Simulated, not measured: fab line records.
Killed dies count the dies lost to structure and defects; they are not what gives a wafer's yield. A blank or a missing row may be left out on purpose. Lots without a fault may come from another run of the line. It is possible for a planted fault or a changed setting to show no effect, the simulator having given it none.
Matching of chambers	flow n5_finfet	rie_diel-02 running N5_BEOL_M8_DESCUM_16: 4 sister chambers
The step chemistry O2, time 7.9 s. 8 wafers are shown with their chamber, then 8 later ones without.

EACH WAFER AND ITS CHAMBER
wafer	chamber	drypump_motor_current_A (A)	showerhead_plenum_p_Torr (Torr)
L082.3	3	6.6	2.07
L082.6	0	6.1	1.99
L083.3	0	6.1	1.99
L083.6	3	6.5	2.07
L086.2	2	5.6	2.04
L086.4	1	5.9	2.17
L086.6	2	5.6	2.04
L089.1	1	5.9	2.16

WAFERS MISSING THEIR CHAMBER
wafer	drypump_motor_current_A (A)	showerhead_plenum_p_Torr (Torr)
L089.3	6.5	2.06
L089.4	5.9	2.16
L091.3	5.9	2.16
L091.4	5.6	2.03
L091.6	6.1	2.25
L093.1	6.1	2.25
L093.4	6.5	2.06
L093.6	5.9	2.16

EACH ONE'S CHAMBER
wafer	from the rows above	in truth
L089.3	3	3
L089.4	1	1
L091.3	1	1
L091.4	2	2
L091.6	1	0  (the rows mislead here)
L093.1	1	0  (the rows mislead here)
L093.4	3	3
L093.6	1	1
Placed correctly: 6 of 8. Number that these rows cannot place: 0. Placed wrongly: 2.
How it was worked out, from the rows above alone: a wafer's distance from a chamber is the root of the sum, over the readings, of the square of ((its reading less the chamber's mean) divided by the reading's scatter). If the next closest chamber is less than 2 further off than the closest, the wafer can't be placed; otherwise it belongs to the closest. For every chamber, the mean is computed from those of its wafers that are shown. The scatter is the square root of a quotient: the sum, over the shown wafers, of each reading's squared deviation from its chamber's mean, divided by wafers minus chambers.
